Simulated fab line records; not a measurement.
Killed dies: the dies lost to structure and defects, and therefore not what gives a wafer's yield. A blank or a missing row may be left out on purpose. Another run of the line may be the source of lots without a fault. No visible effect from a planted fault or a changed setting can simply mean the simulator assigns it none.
Struck lot and sound lot, side by side    flow n5_finfet    21 out of 1938 route steps
Sound: these wafers, L559.1, L559.2, L559.5. Wafers struck: L555.2, L555.4, L555.6. The cause comes at the end.
Order at every step that has rows: each side's tool, ch and its chambers, its first start. Under that, the readings that differ: sound wafers    struck wafers    difference of the means    sigmas: that difference in standard deviations of wafers without a fault.
alike: a reading whose means differ by less than 2 such deviations, as well as words and numbers matching on both sides. not compared: withheld readings; readings where some wafer has no value; bounds like >300 that might hide an equal value; numbers whose values overlap and for which the record gives no deviation.
A row with sigmas, a row that says differs or no value, or rows on one side alone: a step with any of these is where the two part. When numbers do not overlap yet have no deviation, they are printed without sigmas and do not part them. A reading missing from all wafers of one side parts the sides only when that side holds two or more wafers.

first, 3 steps without rows for these wafers: N5_DUMMY_REMOVAL_PRECLEAN_04 (cleans in DHF, time 37 s); N5_DUMMY_REMOVAL_SRD_05 (time 30 s); N5_HKMG_FIN_IL_REGROW_00 (material SiO2, chemistry O3, target thk 0.75 nm, time 30 s).
N5_HKMG_FIN_HK_ALD_01: deposits HfO2, target thk 1.6 nm, pulse time 3 s, purge time 3 s.
  sound on ald_hk-03 ch 0,3, day 7 21:35; struck on ald_hk-01 ch 1,2,3, day 7 05:37
  alike: precursor_pulse_height_rel
  not compared: since_wet_clean_h
N5_HKMG_FIN_HK_ANNEAL_02: time 30 s.
  sound on rtp_anneal-02 ch 0, day 7 21:56; struck on rtp_anneal-02 ch 0, day 7 05:50
  alike: lamp_power_pct, lamp_zone_1_pct, lamp_zone_2_pct, lamp_zone_4_pct, lamp_zone_6_pct, wafer_temp_C_max
N5_HKMG_FIN_ALD_74: deposits La2O3, target thk 0.5 nm, pulse time 6 s, co reactant pulse time 1 s.
  sound on ald_hk-01 ch 0,2,3, day 7 22:08; struck on ald_hk-03 ch 2,3, day 7 06:01
  alike: heater_power_w, precursor_pulse_height_rel
  not compared: since_wet_clean_h
N5_HKMG_FIN_ALD_75: deposits Al2O3, target thk 1 nm, co reactant pulse time 1 s.
  sound on ald_hk-01 ch 0,2,3, day 7 22:13; struck on ald_hk-03 ch 2,3, day 7 06:06
  alike: heater_power_w, precursor_pulse_height_rel
then, 5 steps without rows for these wafers: N5_HKMG_FIN_COAT_41 (time 60 s, resist thk 300 nm); N5_HKMG_FIN_COAT_42 (time 60 s, resist thk 35 nm); N5_HKMG_FIN_COAT_43 (resist thk 90 nm); N5_HKMG_FIN_EBR_45; N5_HKMG_FIN_SOFTBAKE_44 (time 60 s).
N5_HKMG_FIN_EXPOSE_46: exposes mask NDIPOLE.
  sound on arfi_scanner-03 ch 0, day 7 22:34; struck on arfi_scanner-01 ch 0, day 7 06:19
reading               sound              struck             difference  sigmas
exposure_dose_mJ_cm2  39.94 39.99 39.98  43.35 43.35 43.40  +3.40       +87
  alike: mask
then, 2 steps without rows for these wafers: N5_HKMG_FIN_PEB_47 (peb time 60 s); N5_HKMG_FIN_DEVELOP_48 (develop time 30 s).
N5_HKMG_FIN_CD_MEAS_49 targets a cd of 202 nm.
  sound on cd_sem-01 ch 0, day 7 22:41; struck on cd_sem-03 ch 0, day 7 06:26
reading     sound              struck             difference  sigmas
cd_nm (nm)  203.2 202.9 202.6  207.6 207.1 207.5  +4.5        +7
N5_HKMG_FIN_OVL_MEAS_50:
  sound on overlay-02 ch 0, day 7 22:43; struck on overlay-01 ch 0, day 7 06:28
  alike: NDIPOLE_OVL
N5_HKMG_FIN_INSPECT_61: inspects for defects (macro).
  struck on defect_inspect-02, day 7 06:30; sound on defect_inspect-01, day 7 22:44
  alike: raw_defect_count
N5_HKMG_FIN_DESCUM_53: chemistry O2, time 7.9 s.
  sound on rie_diel-02 ch 0,2,3, day 7 23:04; struck on rie_diel-02 ch 0,1,2, day 7 06:32
  alike: drypump_motor_current_A, o2_flow_sccm, oes_product_au, rf_vpp_V, showerhead_plenum_p_Torr, throttle_valve_pct
  not compared: rf_hours_counter_h
N5_HKMG_FIN_ETCH_54: etches SiARC in CF4, target depth 45.5 nm, time 75.8 s.
  sound on rie_diel-02 ch 0,2,3, day 7 23:06; struck on rie_diel-02 ch 0,1,2, day 7 06:34
reading                           sound      struck     difference  sigmas
model.HKMG_FIN.cd_offset_nm (nm)  1 0.6 0.6  5.4 5 5.4  +4.5        
  alike: drypump_motor_current_A, etch_rf_on_time_s, oes_product_au, rf_vpp_V, showerhead_plenum_p_Torr, throttle_valve_pct
  not compared: rf_hours_counter_h
then, 1 step without rows for these wafers: N5_HKMG_FIN_ETCH_55 (etches SOC in N2/H2, target depth 240 nm, time 300 s).

WHERE THEY PART
First at N5_HKMG_FIN_EXPOSE_46; last, within this record, at N5_HKMG_FIN_CD_MEAS_49. Later steps at which nothing parts them and some readings are alike: N5_HKMG_FIN_OVL_MEAS_50, N5_HKMG_FIN_INSPECT_61, N5_HKMG_FIN_DESCUM_53, N5_HKMG_FIN_ETCH_54.

WHY: whatever the simulator had introduced
Process parameters drifting: arfi_scanner-01 at N5_HKMG_FIN_EXPOSE_46, beginning at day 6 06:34. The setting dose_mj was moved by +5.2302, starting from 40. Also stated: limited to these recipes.
